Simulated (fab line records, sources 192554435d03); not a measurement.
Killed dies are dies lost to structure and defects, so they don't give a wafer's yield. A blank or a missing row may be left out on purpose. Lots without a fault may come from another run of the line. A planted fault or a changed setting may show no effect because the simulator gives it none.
fab line records | flow n5_finfet
record lots=11 wafers=33 last_day=17
route steps=1938 shown BEOL_M15@1806
lots that met no fault: from a run of the same line without faults
start_h: hours from the record's first day to the start of the lot's first wafer shown | wait_h: hours since the lot's step before | " the same as in the row above | L1.1+2: a row that stands for several wafers | - no value, or no start given | * or withheld: withheld | < > ~ a bound
route shown NAME@n: a module of which the file shows steps, and the number in the route of the first | usual: mean/standard deviation of fault-free wafers | same: alike in all rows | chamber/n: place in a boat | sites: the reading at each site | _std_site: their standard deviation | _edge_site: outer sites' mean less inner sites' | radius_mm: how far each site lies from the wafer's centre | mask NAME#n: copy n | behind: the tool/chamber that last shaped the wafer | hold: why the lot was held/for how many hours/how that ended | device: the transistor (n, p or np) that didn't switch | end of line: the same wafers' tests at the end of the route | a step without rows: its recipe alone | killed: dies lost to structure and defects at the first sort, not the wafer's yield | map: a wafer's dies, x killed, . not, _ none there
set.NAME: the setting as run; set.NAME@STEP: as run at that earlier step | model.NAME: the simulator's own value behind a step, which no gauge read
steps of the route over a sample of lots; a table a step, a row a wafer
services: from which hour (start_h, from the record's first day; less than 0 if before it) a tool's chamber was out of use, for how many hours, and why
## steps
# step N5_BEOL_M15_INSPECT_30
# recipe mode=adi inspect_instrument=macro
# usual raw_defect_count=2.2/1.4
# columns lot.wafer tool chamber start_h wait_h raw_defect_count
L400.2 defect_inspect-02 - 255.00 0.0 1
L400.5 " - " " 2
L400.6 " - " " 2
L403.1 defect_inspect-01 - 255.82 0.0 3
L403.2 " - " " 4
L403.3 " - " " 3
L402.1 defect_inspect-01 - 259.12 0.0 1
L402.3 " - " " 3
L402.5 " - " " 2
L407.3 defect_inspect-01 - 288.07 0.0 2
L407.4 " - " " 2
L407.5 " - " " 2
L409.2 defect_inspect-02 - 295.22 0.0 2
L409.5 " - " " 3
L409.6 " - " " 2
L415.1 defect_inspect-01 - 346.25 0.0 1
L415.4 " - " " 0
L415.6 " - " " 3
L417.2 defect_inspect-01 - 356.17 0.0 1
L417.5 " - " " 4
L417.6 " - " " 3
L420.1 defect_inspect-01 - 372.65 0.0 3
L420.4 " - " " 3
L420.5 " - " " 2
L418.4 defect_inspect-02 - 373.04 0.0 4
L418.5 " - " " 2
L418.6 " - " " 3
L421.1 defect_inspect-02 - 377.17 0.0 1
L421.3 " - " " 0
L421.4 " - " " 1
L422.3 defect_inspect-02 - 386.10 0.0 2
L422.4 " - " " 4
L422.6 " - " " 2
# step N5_BEOL_M15_ETCH_61
# recipe chemistry=N2/H2 target=BARC target_depth_a=890 overetch_a=267 time_s=67.9 ion_energy_ev=200 pressure_mtorr=30 source_w=840 bias_w=150 n2_flow_sccm=200 h2_flow_sccm=200
# usual drypump_motor_current_A=5.6/0.44 oes_product_au=0.70/0.067 rf_vpp_V=523.0/2.7 showerhead_plenum_p_Torr=2.51/0.097 throttle_valve_pct=17.70/0.21
# columns lot.wafer tool chamber start_h wait_h drypump_motor_current_A oes_product_au rf_hours_counter_h rf_vpp_V showerhead_plenum_p_Torr throttle_valve_pct
L400.2 rie_diel-04 2 255.07 0.0 6.2 0.73 72 525.4 2.57 17.43
L400.5 " 1 " " 5.7 0.63 - 518.9 2.33 17.64
L400.6 " 3 " " 5.2 0.58 - 522.0 2.41 17.75
L403.1 rie_diel-04 3 256.09 0.0 5.2 0.59 229 519.0 2.41 17.76
L403.2 " 1 " " 5.7 0.63 164 518.1 2.33 17.62
L403.3 " 2 " " 6.2 0.71 72 525.6 2.57 17.44
L402.1 rie_diel-03 1 259.19 0.0 6.3 0.78 12 525.3 2.60 17.99
L402.3 " 2 " " 5.0 0.75 34 525.5 2.60 17.56
L402.5 " 2 " " 5.1 0.75 - 524.7 2.60 17.55
L407.3 rie_diel-01 3 288.27 0.0 5.6 0.62 188 526.0 2.64 17.85
L407.4 " 1 " " 5.7 0.69 109 521.6 2.47 17.73
L407.5 " 1 " " 5.8 0.69 - 520.6 2.47 17.73
L409.2 rie_diel-01 1 295.34 0.0 5.8 0.70 112 522.4 2.47 17.72
L409.5 " 3 " " 5.6 0.63 - 526.1 2.64 17.85
L409.6 " 2 " " 5.2 0.65 - 521.1 2.43 17.81
L415.1 rie_diel-04 1 346.39 0.0 5.7 0.62 192 519.3 2.31 17.69
L415.4 " 0 " " 5.8 0.75 - 521.7 2.49 17.89
L415.6 " 2 " " 6.2 0.70 - 524.4 2.56 17.46
L417.2 rie_diel-04 0 356.30 0.0 5.8 0.75 29 522.0 2.49 17.91
L417.5 " 2 " " 6.2 0.70 - 523.6 2.56 17.48
L417.6 " 0 " " 5.8 0.75 - 522.8 2.49 17.90
L420.1 rie_diel-04 0 373.32 0.0 5.8 0.74 35 523.7 2.49 17.90
L420.4 " 3 " " 5.2 0.82 4 528.1 2.72 17.37
L420.5 " 1 " " 5.7 0.61 - 516.8 2.31 17.69
L418.4 rie_diel-01 3 374.03 0.0 5.6 0.61 213 525.6 2.63 17.89
L418.5 " 0 " " 4.9 0.72 - 521.3 2.49 17.67
L418.6 " 3 " " 5.6 0.62 - 526.3 2.63 17.89
L421.1 rie_diel-01 0 377.24 0.0 5.0 0.73 62 522.4 2.49 17.65
L421.3 " 2 " " 5.2 0.63 196 520.1 2.41 17.85
L421.4 " 3 " " 5.6 0.61 214 525.9 2.63 17.90
L422.3 rie_diel-04 1 386.39 0.0 5.7 0.61 205 516.7 2.31 17.73
L422.4 " 0 " " 5.7 0.74 38 522.3 2.48 17.91
L422.6 " 3 " " 5.2 0.81 - 527.8 2.72 17.39
# step N5_BEOL_M15_CMP_49
# recipe stop_on=SiO2 t_overpolish_s=4.9 down_force_psi=2 platen_rpm=80 clearing_platen_down_force_psi=2 clearing_platen_rpm=80 post_cmp_clean=cu_alkaline target_thk_nm=850 clearing_platen_pad_velocity_m_s=1.5917 pad_velocity_m_s=1.5917
# usual barrier_field_endpoint_s=11.36/0.27 head_pressure_psi=1.999/0.0041 motor_current_A=8.0/0.7 overpolish_run_s=4.901/0.0084 pad_life_wafers=900/650
# columns lot.wafer tool chamber start_h wait_h barrier_field_endpoint_s head_pressure_psi motor_current_A overpolish_run_s pad_life_wafers
L400.2 cmp-01 3 260.25 0.4 11.75 1.996 9.7 4.894 1729
L400.5 " 2 " " 11.72 1.996 7.7 4.897 -
L400.6 " 3 " " 11.71 2.000 9.5 4.897 -
L403.1 cmp-04 0 260.52 0.3 11.92 2.002 8.5 4.901 1069
L403.3 " 1 " " 11.26 2.002 8.0 4.892 1070
L403.2 " 2 " " 11.37 1.999 7.0 4.901 1071
L402.3 cmp-04 3 261.10 0.2 11.76 2.000 7.9 4.904 1082
L402.1 " 0 " " 11.50 1.998 8.3 4.902 1083
L402.5 " 2 " " 11.11 2.002 7.2 4.905 -
L407.4 cmp-03 0 290.07 0.1 10.65 2.007 8.7 4.901 210
L407.3 " 2 " " 10.68 1.998 7.7 4.899 212
L407.5 " 0 " " 11.29 2.000 8.9 4.905 -
L409.2 cmp-04 0 299.13 0.2 15.27 1.476 7.1 4.909 1399
L409.5 " 3 " " 11.69 1.992 8.0 4.893 -
L409.6 " 0 " " 15.47 1.481 7.0 4.900 -
L415.1 cmp-01 1 349.37 0.3 11.53 2.004 7.1 4.891 342
L415.4 " 0 " " 11.23 1.999 7.2 4.889 345
L415.6 " 1 " " 11.32 2.005 7.3 4.900 -
L417.2 cmp-04 2 361.77 0.2 11.58 2.002 7.6 4.894 1974
L417.6 " 2 " " 11.63 2.010 7.1 4.906 -
L417.5 " 3 " " 11.71 2.002 7.8 4.906 -
L420.4 cmp-03 0 376.15 0.2 11.07 2.006 8.6 4.908 896
L420.1 " 1 " " 11.03 1.999 8.6 4.901 897
L420.5 " 3 " " 11.33 1.999 8.0 4.891 -
L418.4 cmp-01 2 377.67 0.2 11.17 2.001 7.6 4.902 560
L418.6 " 0 " " 11.29 1.998 7.6 4.908 -
L418.5 " 1 " " 11.61 2.000 7.5 4.890 -
L421.3 cmp-04 0 381.83 0.2 11.20 2.003 8.3 4.888 42
L421.4 " 2 " " 11.28 2.008 7.1 4.903 44
L421.1 " 3 " " 11.70 2.003 8.0 4.911 45
L422.3 cmp-01 3 389.96 0.2 11.62 2.005 9.4 4.911 637
L422.4 " 0 " " 11.38 2.003 7.2 4.916 638
L422.6 " 2 " " 11.59 1.999 7.7 4.905 -
# step N5_BEOL_M15_INSPECT_55
# recipe inspect_instrument=darkfield mode=post_dep
# usual raw_defect_count=62/16
# columns lot.wafer tool chamber start_h wait_h raw_defect_count
L400.2 defect_inspect-02 - 260.66 0.0 60
L400.5 " - " " 71
L400.6 " - " " 69
L403.1 defect_inspect-02 - 260.93 0.0 54
L403.2 " - " " 78
L403.3 " - " " 71
L402.1 defect_inspect-02 - 261.47 0.0 60
L402.3 " - " " 43
L402.5 " - " " 59
L407.3 defect_inspect-01 - 290.53 0.0 51
L407.4 " - " " 38
L407.5 " - " " 57
L409.2 defect_inspect-02 - 299.54 0.0 44
L409.5 " - " " 51
L409.6 " - " " 49
L415.1 defect_inspect-02 - 349.82 0.0 62
L415.4 " - " " 59
L415.6 " - " " 66
L417.2 defect_inspect-02 - 362.22 0.0 52
L417.5 " - " " 71
L417.6 " - " " 44
L420.1 defect_inspect-02 - 376.52 0.0 61
L420.4 " - " " 58
L420.5 " - " " 52
L418.4 defect_inspect-02 - 378.04 0.0 56
L418.5 " - " " 76
L418.6 " - " " 51
L421.1 defect_inspect-02 - 382.28 0.0 65
L421.3 " - " " 41
L421.4 " - " " 60
L422.3 defect_inspect-02 - 390.37 0.0 78
L422.4 " - " " 74
L422.6 " - " " 48
## services
# columns tool chamber start_h hours kind
cmp-03 - 233.89 0.3 repair
rie_diel-04 0 235.68 - clean
rie_diel-04 0 235.68 - consumable_replace:focus_ring
rie_diel-04 0 235.68 26.3 scheduled_down
rie_diel-04 0 235.68 26.3 vent_cycle
rie_diel-04 - 237.68 2.8 pm
rie_diel-01 0 254.85 1.3 repair
cmp-03 - 259.78 4.0 pm
rie_diel-01 0 269.55 3.6 repair
cmp-04 - 278.21 0.4 repair
cmp-01 - 287.77 0.5 repair
cmp-01 - 288.30 5.9 pm
rie_diel-04 - 288.48 2.1 repair
cmp-01 - 302.33 2.0 repair
rie_diel-01 1 305.80 8.6 repair
cmp-03 - 311.07 5.7 pm
cmp-01 - 312.15 4.0 pm
cmp-03 - 324.47 1.2 repair
rie_diel-03 1 336.61 1.6 repair
cmp-04 - 337.08 5.0 pm
cmp-03 - 338.28 3.1 repair
cmp-01 - 351.97 1.0 repair
cmp-04 - 372.13 4.0 pm
rie_diel-03 2 383.66 6.4 repair
## key
first_sign step=N5_BEOL_M15_CMP_49 reading=head_pressure_psi direction=down sigmas=99+ usual=1.999 struck=1.479
effect step=N5_BEOL_M15_CMP_49 reading=barrier_field_endpoint_s direction=up sigmas=15 usual=11.36 struck=15.37
met_at N5_BEOL_M15_CMP_49
struck_lots L409
struck_wafers L409.2,L409.6
not_acting_at N5_BEOL_M15_INSPECT_30,N5_BEOL_M15_ETCH_61,N5_BEOL_M15_INSPECT_55
onset_between 261.10 299.13
fault kind=process_parameter_drift tool=cmp-04 chamber=0 onset_h=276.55 steps=N5_BEOL_M15_CMP_49 channel=down_force_psi offset=-0.51703 shape=step end_h=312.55 acts_in=these_recipes_only stated=2
